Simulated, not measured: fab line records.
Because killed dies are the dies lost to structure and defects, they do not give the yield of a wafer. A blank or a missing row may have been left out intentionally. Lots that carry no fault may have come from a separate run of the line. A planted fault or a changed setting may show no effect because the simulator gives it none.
A lot that was struck, set against a sound lot -- flow nand_harc -- 14 steps out of a route of 1302
Sound: these wafers, L308.2, L308.3, L308.4. Struck: wafer L322.2 (L322.3, L322.4, from the same lot, were not struck and are left out); the cause is given at the end.
At each step with rows: each side's tool, then ch and its chambers, then its first start. Under that, the readings that differ: sound wafers -- struck wafers -- difference of the means -- sigmas: that difference in standard deviations of wafers without a fault.
alike: a reading whose means differ by less than 2 such deviations, as well as words and numbers matching on both sides. not compared: withheld readings; readings where some wafer has no value; bounds like >300 that might hide an equal value; numbers whose values overlap and for which the record gives no deviation.
Wherever a step has rows on one side only, a row that says differs or no value, or a row with sigmas, the two part there. Numbers that have no deviation but don't overlap get no sigmas and don't part them. A reading that every wafer of one side lacks parts them only if that side has two wafers or more.

first, 7 steps without rows for these wafers: NHARC_A_M1_COAT_34 (time 65 s); NHARC_A_M1_COAT_03 (resist thk 90 nm); NHARC_A_M1_SOFTBAKE_04 (time 55 s); NHARC_A_M1_EBR_05; NHARC_A_M1_EXPOSE_06 (exposes mask A M1, target cd 120 nm); NHARC_A_M1_PEB_07 (peb time 65 s); NHARC_A_M1_DEVELOP_08 (develop time 35 s).
NHARC_A_M1_CD_MEAS_09 targets a cd of 120 nm.
  sound on cd_sem-02 ch 0, day 25 01:26; struck on cd_sem-03 ch 0, day 31 06:54
  alike: cd_nm
NHARC_A_M1_OVL_MEAS_10: pitch 240 nm.
  sound on overlay-01 at day 25 01:32; struck on overlay-02 at day 31 06:59
  alike: overlay_x_nm, overlay_y_nm
NHARC_A_M1_INSPECT_11:
  sound on defect_inspect-02 at day 25 01:34; struck on defect_inspect-02 at day 31 07:01
  alike: raw_defect_count
NHARC_A_M1_DESCUM_14: chemistry O2, time 3 s.
  sound on rie_diel-01 ch 0,1,3, day 25 01:38; struck on rie_diel-01 ch 1, day 31 07:05
reading,sound,struck,difference,sigmas
rf_hours_counter_h (h),0.5 0.5 0.5,5.4,+4.9,
  alike: drypump_motor_current_A, mfc_ar_sccm, oes_product_au, rf_vpp_V, showerhead_plenum_p_Torr, throttle_valve_pct
NHARC_A_M1_ETCH_35: etches the open film in N2/H2, target depth 40 nm, overetch 12 nm, time 43.94 s.
  sound on rie_diel-01 ch 0,1,3, day 25 01:43; struck on rie_diel-01 ch 0, day 31 07:10
reading,sound,struck,difference,sigmas
rf_hours_counter_h (h),0.5 0.5 0.5,5.8,+5.3,
  alike: bias_w, drypump_motor_current_A, mfc_ar_sccm, oes_product_au, rf_vpp_V, showerhead_plenum_p_Torr, throttle_valve_pct
NHARC_A_M1_ETCH_15: etches the open film in C4F8/Ar, target depth 182.5 nm, time 91.2 s.
  sound on rie_diel-01 ch 1,2,3, day 25 01:49; struck on rie_diel-01 ch 0, day 31 07:15
reading,sound,struck,difference,sigmas
oes_product_au (a.u.),0.953 0.967 0.959,0.867,-0.093,-4
rf_hours_counter_h (h),0.5 0.4 0.5,5.8,+5.3,
  alike: bias_w, rf_vpp_V
NHARC_A_M1_CD_MEAS_16:
  sound on cd_sem-02 at day 25 01:56; struck on cd_sem-01 at day 31 07:24
  alike: cd_nm

## WHERE THEY PART
Only at NHARC_A_M1_ETCH_15, within this record. Later steps at which nothing parts them and some readings are alike: NHARC_A_M1_CD_MEAS_16.

WHY: whatever the simulator had introduced
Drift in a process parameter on rie_diel-01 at NHARC_A_M1_ETCH_15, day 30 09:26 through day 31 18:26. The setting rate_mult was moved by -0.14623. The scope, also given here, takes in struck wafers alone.
